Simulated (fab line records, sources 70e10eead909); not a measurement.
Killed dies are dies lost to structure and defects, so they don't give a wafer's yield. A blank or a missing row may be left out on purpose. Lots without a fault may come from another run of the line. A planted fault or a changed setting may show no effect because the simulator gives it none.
Which tool did it? | flow nand_harc | 14 lots, 42 wafers sampled, at 3 steps of a route of 1302

WHAT THE GAUGES READ, wafer by wafer
NHARC_P_BONDPAD_THK_MEAS_33: measures by ellipsometry. Usual: thk_nm 200.0 nm, standard deviation 1.5.
lot  | measured     | on            | thk_nm (nm)       | flag
L999 | day 6 12:53  | film_metro-02 | 197.3 197.9 198.7 |
L100 | day 6 18:15  | film_metro-01 | 200.6 199.1 201.8 |
L101 | day 7 12:24  | film_metro-01 | 200.6 202.8 200.9 |
L104 | day 8 10:59  | film_metro-01 | 198.2 200.8 199.7 |
L105 | day 9 04:45  | film_metro-01 | 197.9 199.6 199.9 |
L107 | day 10 02:54 | film_metro-02 | 195.6 197.1 198.1 |
L108 | day 10 12:11 | film_metro-01 | 199.9 197.9 200.9 |
L112 | day 12 00:23 | film_metro-01 | 198.8 200.8 200.7 |
L114 | day 12 15:42 | film_metro-02 | 200.0 199.0 200.6 |
L118 | day 14 12:26 | film_metro-02 | 200.5 198.7 200.4 |
L119 | day 14 23:22 | film_metro-02 | 200.4 200.6 201.1 |
L120 | day 15 08:04 | film_metro-01 | 199.8 198.8 201.3 |
L121 | day 15 20:29 | film_metro-01 | 202.7 201.6 202.0 |
L122 | day 16 10:52 | film_metro-02 | 197.9 201.5 200.6 |

WHICH TOOL RAN EACH LOT (tool, then ch and the chambers of the sampled wafers, then the start)
lot  | NHARC_P_M2_PRE_CLEAN_32         | NHARC_P_BONDPAD_CMP_32
L999 | pecvd-03 ch 0,2, day 6 11:45    | cmp-01 ch 2,3, day 6 12:38
L100 | pecvd-04 ch 0,1,2, day 6 16:55  | cmp-01 ch 0,2, day 6 17:59
L101 | pecvd-01 ch 1,2, day 7 11:14    | cmp-02 ch 0,2,3, day 7 12:11
L104 | pecvd-04 ch 0,2, day 8 09:50    | cmp-02 ch 0,1,2, day 8 10:47
L105 | pecvd-01 ch 0,1,2, day 9 03:37  | cmp-02 ch 0,3, day 9 04:31
L107 | pecvd-01 ch 0,1,2, day 10 01:47 | cmp-04 ch 1,2, day 10 02:39
L108 | pecvd-04 ch 0,2, day 10 11:02   | cmp-01 ch 0,2,3, day 10 11:59
L112 | pecvd-03 ch 0,2, day 11 23:14   | cmp-01 ch 1,2,3, day 12 00:08
L114 | pecvd-01 ch 0,1,2, day 12 14:33 | cmp-01 ch 1,2, day 12 15:28
L118 | pecvd-04 ch 0,1,2, day 14 11:18 | cmp-04 ch 0,1,3, day 14 12:13
L119 | pecvd-01 ch 0,1,2, day 14 22:16 | cmp-02 ch 0,1,2, day 14 23:08
L120 | pecvd-03 ch 0,2, day 15 06:56   | cmp-01 ch 0,2,3, day 15 07:49
L121 | pecvd-01 ch 0,2, day 15 19:21   | cmp-04 ch 0,2, day 15 20:14
L122 | pecvd-01 ch 0,1, day 16 09:43   | cmp-02 ch 0,2,3, day 16 10:40
- NHARC_P_M2_PRE_CLEAN_32: time 12 s.
- NHARC_P_BONDPAD_CMP_32: polishes SiCN, target thk 200 nm.

WHAT THE TOOLS THEMSELVES READ (means of the sampled wafers that have a number; where no wafer has one, the mark that the record gives instead)
NHARC_P_M2_PRE_CLEAN_32. Usual: heater_power_w 613 W, standard deviation 110.
lot  | tool     | heater_power_w (W) | flag
L999 | pecvd-03 | 765                |
L100 | pecvd-04 | 549                |
L101 | pecvd-01 | 536                |
L104 | pecvd-04 | 530                |
L105 | pecvd-01 | 603                |
L107 | pecvd-01 | 630                |
L108 | pecvd-04 | 486                |
L112 | pecvd-03 | 686                |
L114 | pecvd-01 | 616                |
L118 | pecvd-04 | 588                |
L119 | pecvd-01 | 608                |
L120 | pecvd-03 | 722                |
L121 | pecvd-01 | 642                |
L122 | pecvd-01 | 599                |

NHARC_P_BONDPAD_CMP_32. Usual: motor_current_A 11.7 A, standard deviation 1.4.
lot  | tool   | motor_current_A (A) | flag
L999 | cmp-01 | 10.6                |
L100 | cmp-01 | 10.6                |
L101 | cmp-02 | 11.9                |
L104 | cmp-02 | 11.9                |
L105 | cmp-02 | 12.9                |
L107 | cmp-04 | 13.5                |
L108 | cmp-01 | 10.7                |
L112 | cmp-01 | 10.9                |
L114 | cmp-01 | 11.3                |
L118 | cmp-04 | 13.1                |
L119 | cmp-02 | 12.1                |
L120 | cmp-01 | 10.5                |
L121 | cmp-04 | 13.8                |
L122 | cmp-02 | 12.1                |

THE ANSWER, worked out from the rows above alone
Rule: a lot is off if the mean of its wafers that have a number lies more than 3 standard deviations from the usual mean. A lot without any number at a reading at which 4 lots or more have one is off too. The other lots that the step has rows for count as sound. The gauges are gone through in route order, then the tools' own readings, and for those a lot's mean is taken as printed above. The first step at which some lot is off is used, and at that step the reading that is off furthest; a lot without a number counts as furthest.
No lot is off at any reading shown: from this, nothing can be told.

WHAT THE SIMULATOR HAD PUT IN
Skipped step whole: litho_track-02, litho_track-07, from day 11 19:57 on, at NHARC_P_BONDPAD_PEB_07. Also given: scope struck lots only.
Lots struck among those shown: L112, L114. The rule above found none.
